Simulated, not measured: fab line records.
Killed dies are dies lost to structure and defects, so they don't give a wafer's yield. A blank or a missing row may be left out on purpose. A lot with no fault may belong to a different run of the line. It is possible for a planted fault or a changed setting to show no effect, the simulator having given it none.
Chamber matching + flow n5_finfet + N5_BEOL_M0_SAQP_PECVD_97 on pecvd-03: 3 sister chambers
The step deposits SiNx from SiH4/NH3/N2, target thk 23 nm, time 19.9 s. 16 wafers are shown with their chamber, then 8 later ones without.

EACH WAFER AND ITS CHAMBER
| wafer  | chamber | throttle_valve_pct (%) | showerhead_plenum_p_Torr (Torr) | heater_power_w (W) |
|--------|---------|------------------------|---------------------------------|--------------------|
| L479.2 | 2       | 35.2                   | 5.17                            | 638                |
| L479.5 | 2       | 34.9                   | 5.18                            | 644                |
| L479.6 | 1       | 39.9                   | 5.19                            | 475                |
| L483.1 | 0       | 39.7                   | 5.06                            | 510                |
| L483.3 | 2       | 35.0                   | 5.18                            | 654                |
| L483.5 | 2       | 35.0                   | 5.18                            | 664                |
| L485.1 | 1       | 39.9                   | 5.21                            | 484                |
| L485.2 | 0       | 39.8                   | 5.08                            | 549                |
| L485.6 | 0       | 40.2                   | 5.06                            | 531                |
| L488.2 | 0       | 39.9                   | 5.05                            | 497                |
| L488.5 | 0       | 40.1                   | 5.05                            | 500                |
| L488.6 | 2       | 35.2                   | 5.16                            | 699                |
| L494.1 | 0       | 39.9                   | 5.06                            | 570                |
| L494.2 | 2       | 35.2                   | 5.17                            | 683                |
| L494.6 | 2       | 35.3                   | 5.18                            | 675                |
| L496.2 | 1       | 39.6                   | 5.19                            | 478                |

SIGNATURES, as means of the wafers listed above
| reading                  | chamber 0 | chamber 1 | chamber 2 | scatter within a chamber |
|--------------------------|-----------|-----------|-----------|--------------------------|
| throttle_valve_pct       | 39.933    | 39.800    | 35.114    | 0.167                    |
| showerhead_plenum_p_Torr | 5.0600    | 5.1967    | 5.1743    | 0.00976                  |
| heater_power_w           | 526.17    | 479.00    | 665.29    | 23.5                     |
Rule: for a wafer and a chamber, the distance is found by dividing, reading by reading, the gap between the wafer's reading and the chamber's mean by the reading's scatter, squaring, summing and taking the root. The wafer belongs to the nearest chamber; if the next one is less than 2 further off, it can't be placed. The scatter is the square root of a quotient: the sum, over the shown wafers, of each reading's squared deviation from its chamber's mean, divided by wafers minus chambers.

WAFERS WITHOUT THEIR CHAMBER
| wafer  | throttle_valve_pct (%) | showerhead_plenum_p_Torr (Torr) | heater_power_w (W) |
|--------|------------------------|---------------------------------|--------------------|
| L496.4 | 39.9                   | 5.06                            | 569                |
| L496.5 | 35.3                   | 5.19                            | 701                |
| L501.1 | 39.8                   | 5.05                            | 582                |
| L501.4 | 35.5                   | 5.16                            | 650                |
| L501.5 | 39.8                   | 5.06                            | 571                |
| L502.3 | 39.9                   | 5.05                            | 545                |
| L502.4 | 40.1                   | 5.06                            | 544                |
| L502.5 | 35.2                   | 5.16                            | 716                |

WHICH CHAMBER EACH ONE RAN IN
| wafer  | from the rows above | in truth |
|--------|---------------------|----------|
| L496.4 | 0                   | 0        |
| L496.5 | 2                   | 2        |
| L501.1 | 0                   | 0        |
| L501.4 | 2                   | 2        |
| L501.5 | 0                   | 0        |
| L502.3 | 0                   | 0        |
| L502.4 | 0                   | 0        |
| L502.5 | 2                   | 2        |
8 of 8 placed correctly. Number that these rows cannot place: 0. Wrongly placed: 0.
